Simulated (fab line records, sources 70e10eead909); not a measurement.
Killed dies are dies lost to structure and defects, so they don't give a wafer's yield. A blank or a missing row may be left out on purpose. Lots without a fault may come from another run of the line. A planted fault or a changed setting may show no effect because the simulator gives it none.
fab line records | flow nand_harc | part 2 of 2: steps 31 to 34 of 34
record lots=5 wafers=15 last_day=33
route steps=1302 shown A_ONON_D2@554 A_CHANNEL_HOLE_D2@570
lots that met no fault: from a run of the same line without faults
start_h: hours from the record's first day to the start of the lot's first wafer shown | wait_h: hours since the lot's step before | " the same as in the row above | L1.1+2: a row that stands for several wafers | - no value, or no start given | * or withheld: withheld | < > ~ a bound
route shown NAME@n: a module of which the file shows steps, and the number in the route of the first | usual: mean/standard deviation of fault-free wafers | same: alike in all rows | chamber/n: place in a boat | sites: the reading at each site | _std_site: their standard deviation | _edge_site: outer sites' mean less inner sites' | radius_mm: how far each site lies from the wafer's centre | mask NAME#n: copy n | behind: the tool/chamber that last shaped the wafer | hold: why the lot was held/for how many hours/how that ended | device: the transistor (n, p or np) that didn't switch | end of line: the same wafers' tests at the end of the route | a step without rows: its recipe alone | killed: dies lost to structure and defects at the first sort, not the wafer's yield | map: a wafer's dies, x killed, . not, _ none there
set.NAME: the setting as run; set.NAME@STEP: as run at that earlier step | model.NAME: the simulator's own value behind a step, which no gauge read
lots at some steps of the route; a table a step, a row a wafer
services: from which hour (start_h, from the record's first day; less than 0 if before it) a tool's chamber was out of use, for how many hours, and why
## steps
# step NHARC_A_CHANNEL_HOLE_D2_DESCUM_15
# recipe time_s=3 o2_flow_sccm=200 ar_flow_sccm=0 bias_power_w=0 chemistry=O2
# usual drypump_motor_current_A=5.7/0.48 o2_flow_sccm=200.0/0.55 oes_product_au=1.001/0.0071 rf_vpp_V=57.8/0.89 showerhead_plenum_p_Torr=1.92/0.083 throttle_valve_pct=11.312/0.0092
# same mfc_ar_sccm=0
# columns lot.wafer tool chamber start_h wait_h drypump_motor_current_A o2_flow_sccm oes_product_au rf_hours_counter_h rf_vpp_V showerhead_plenum_p_Torr throttle_valve_pct
L075.1 rie_diel-03 3 304.50 0.1 4.8 200.4 1.001 1.2 58.6 2.03 11.301
L075.2 " 1 " " 5.8 199.7 1.008 0.8 57.2 1.81 11.322
L075.6 " 0 " " 5.5 199.8 0.995 - 58.7 1.97 11.306
L083.3 rie_diel-03 3 391.56 0.1 4.8 201.2 1.007 5.4 58.5 2.03 11.325
L083.2 " 0 " " 5.5 201.3 0.992 5.8 56.4 1.97 11.329
L083.5 " 3 " " 4.8 200.7 1.001 - 58.0 2.03 11.316
L085.2 rie_diel-01 0 405.51 0.1 5.3 199.8 1.005 1.2 56.5 1.81 11.305
L085.6 " 0 " " 5.3 199.9 1.012 - 57.9 1.81 11.304
L085.4 " 2 " " 5.6 199.7 0.996 - 57.2 2.00 11.319
L087.1 rie_diel-03 3 425.47 0.1 4.8 200.6 1.002 8.0 57.3 2.03 11.316
L087.3 " 0 " " 5.5 201.2 0.993 8.6 57.7 1.97 11.321
L087.5 " 3 " " 4.8 199.5 1.010 - 58.5 2.03 11.309
L097.4 rie_diel-03 3 526.76 0.1 4.8 200.0 1.003 3.5 58.1 2.03 11.295
L097.3 " 1 " " 5.7 200.1 1.003 2.8 57.3 1.81 11.308
L097.6 " 3 " " 4.8 199.8 0.995 - 59.0 2.03 11.299
# step NHARC_A_CHANNEL_HOLE_D2_ETCH_38
# recipe target_depth_a=390 over_etch_frac=0.3 time_s=65 ion_energy_ev=80 cf4_flow_sccm=150 ar_flow_sccm=0 rf_w=300 bias_w=100 chemistry=CF4
# usual bias_w=100.00/0.26 drypump_motor_current_A=5.7/0.47 oes_product_au=1.000/0.0075 rf_vpp_V=151.5/1.2 showerhead_plenum_p_Torr=1.78/0.072 throttle_valve_pct=13.284/0.008
# same mfc_ar_sccm=0
# columns lot.wafer tool chamber start_h wait_h bias_w drypump_motor_current_A oes_product_au rf_hours_counter_h rf_vpp_V showerhead_plenum_p_Torr throttle_valve_pct
L075.2 rie_diel-03 0 304.59 0.1 100.15 5.5 0.999 0.7 151.4 1.82 13.280
L075.1 " 1 " " 100.24 5.8 1.004 0.8 150.7 1.68 13.290
L075.6 " 0 " " 100.04 5.5 0.999 - 151.8 1.82 13.270
L083.3 rie_diel-03 3 391.66 0.1 100.25 4.8 1.015 5.4 153.7 1.87 13.279
L083.2 " 1 " " 100.01 5.7 1.011 5.6 149.3 1.68 13.281
L083.5 " 3 " " 100.09 4.8 1.012 - 152.3 1.87 13.280
L085.2 rie_diel-01 3 405.61 0.1 99.73 5.3 0.997 1.2 150.1 1.68 13.285
L085.6 " 0 " " 100.13 5.3 0.997 - 148.9 1.68 13.266
L085.4 " 2 " " 99.99 5.6 1.004 - 152.5 1.85 13.290
L087.3 rie_diel-03 0 425.55 0.1 100.41 5.5 0.995 8.6 152.9 1.82 13.276
L087.1 " 2 " " 99.80 6.1 1.012 7.6 152.0 1.86 13.285
L087.5 " 0 " " 100.57 5.5 1.005 - 151.7 1.82 13.272
L097.3 rie_diel-03 0 526.84 0.1 99.89 5.5 0.999 3.0 152.1 1.82 13.273
L097.4 " 2 " " 100.61 6.1 0.991 3.2 152.3 1.86 13.278
L097.6 " 0 " " 100.00 5.5 0.997 - 153.2 1.82 13.282
# step NHARC_A_CHANNEL_HOLE_D2_ETCH_39
# recipe target_depth_a=2600 over_etch_frac=0.3 time_s=325 ion_energy_ev=200 n2_flow_sccm=150 h2_flow_sccm=150 ar_flow_sccm=0 rf_w=400 bias_w=150 chemistry=N2/H2
# usual bias_w=150.0/0.47 drypump_motor_current_A=5.7/0.46 oes_product_au=1.000/0.0072 rf_vpp_V=430.7/2.6 showerhead_plenum_p_Torr=2.05/0.091 throttle_valve_pct=14.172/0.008
# same mfc_ar_sccm=0
# columns lot.wafer tool chamber start_h wait_h bias_w drypump_motor_current_A oes_product_au rf_hours_counter_h rf_vpp_V showerhead_plenum_p_Torr throttle_valve_pct
L075.2 rie_diel-03 1 - - 149.7 5.8 1.009 0.8 428.4 1.93 14.172
L075.1 " 2 " " 150.4 6.1 1.009 1.2 433.8 2.16 14.176
L075.6 " 2 " " 149.8 6.1 1.003 - 434.7 2.16 14.170
L083.3 rie_diel-03 0 - - 149.7 5.5 0.990 5.9 432.1 2.10 14.158
L083.2 " 3 " " 149.8 4.8 1.001 5.5 432.2 2.17 14.188
L083.5 " 0 " " 150.0 5.5 1.001 - 433.6 2.10 14.185
L085.2 rie_diel-01 2 - - 149.3 5.5 0.997 1.3 432.6 2.14 14.165
L085.6 " 2 " " 150.0 5.5 0.993 - 433.3 2.14 14.165
L085.4 " 3 " " 150.2 5.3 1.001 - 427.7 1.93 14.163
L087.1 rie_diel-03 3 - - 150.4 4.8 1.010 8.1 435.4 2.16 14.169
L087.3 " 2 " " 149.5 6.0 1.002 7.7 433.4 2.15 14.165
L087.5 " 3 " " 150.6 4.8 1.005 - 435.3 2.16 14.178
L097.4 rie_diel-03 1 - - 150.2 5.8 1.000 2.9 425.5 1.92 14.174
L097.3 " 2 " " 149.1 6.1 0.999 3.2 433.8 2.15 14.186
L097.6 " 1 " " 149.6 5.8 0.998 - 427.1 1.92 14.165
# step NHARC_A_CHANNEL_HOLE_D2_ETCH_34
# recipe target_depth_a=1540 time_s=77 cf4_flow_sccm=100 chf3_flow_sccm=30 ar_flow_sccm=0 rf_w=500 bias_w=200 chemistry=CF4/CHF3
# usual bias_w=200.1/0.64 drypump_motor_current_A=5.6/0.46 oes_product_au=0.960/0.022 rf_vpp_V=370.8/2.2 showerhead_plenum_p_Torr=1.58/0.065 throttle_valve_pct=16.802/0.01
# same mfc_ar_sccm=0
# columns lot.wafer tool chamber start_h wait_h bias_w drypump_motor_current_A oes_product_au rf_hours_counter_h rf_vpp_V showerhead_plenum_p_Torr throttle_valve_pct
L075.1 rie_diel-03 2 - - 199.5 6.1 0.979 1.4 373.7 1.66 16.780
L075.2 " 1 " " 201.2 5.8 0.992 1.0 369.2 1.49 16.815
L075.6 " 3 " " 198.7 4.8 0.970 - 374.5 1.66 16.807
L083.3 rie_diel-03 3 - - 199.5 4.8 0.963 5.6 374.3 1.66 16.798
L083.2 " 0 " " 200.1 5.5 0.959 6.0 370.9 1.62 16.798
L083.5 " 0 " " 200.1 5.5 0.959 - 372.7 1.62 16.800
L085.2 rie_diel-01 0 - - 200.3 5.3 0.973 1.5 368.1 1.50 16.802
L085.6 " 0 " " 200.9 5.3 0.968 - 368.9 1.50 16.817
L085.4 " 2 " " 200.0 5.6 0.956 - 372.9 1.64 16.795
L087.3 rie_diel-03 0 - - 200.2 5.5 0.981 8.8 372.5 1.62 16.787
L087.1 " 1 " " 199.8 5.8 0.982 9.0 368.3 1.49 16.800
L087.5 " 1 " " 200.4 5.7 0.989 - 369.2 1.49 16.822
L097.4 rie_diel-03 0 - - 200.2 5.5 0.955 3.1 372.8 1.62 16.807
L097.3 " 2 " " 198.9 6.0 0.976 3.4 372.6 1.65 16.817
L097.6 " 3 " " 199.4 4.8 0.957 - 373.6 1.66 16.802
## services
# columns tool chamber start_h hours kind
rie_diel-03 - 281.30 9.0 pm
rie_diel-01 3 282.49 8.5 repair
pecvd_onon-04 - 311.16 13.0 pm
rie_diel-03 3 317.44 2.6 repair
litho_track-01 - 330.00 7.0 pm
rie_diel-01 2 334.59 3.0 repair
litho_track-06 - 354.00 7.0 pm
pecvd_onon-02 - 366.29 13.0 pm
pecvd-03 - 366.61 13.0 pm
rie_diel-01 1 367.71 3.8 repair
litho_track-04 - 378.01 7.0 pm
rie_diel-01 - 380.80 9.0 pm
rie_diel-03 2 386.92 7.0 repair
rie_diel-01 3 406.72 19.4 repair
pecvd_onon-03 - 408.29 13.0 pm
rie_diel-03 3 408.69 1.3 repair
rie_diel-01 2 415.64 6.9 repair
rie_diel-01 2 445.53 11.1 repair
rie_diel-03 - 450.75 0.5 repair
rie_diel-03 - 458.30 9.0 pm
rie_diel-03 0 479.86 5.0 repair
rie_diel-03 1 485.15 5.2 repair
pecvd_onon-04 - 492.16 13.0 pm
litho_track-01 - 505.00 7.0 pm
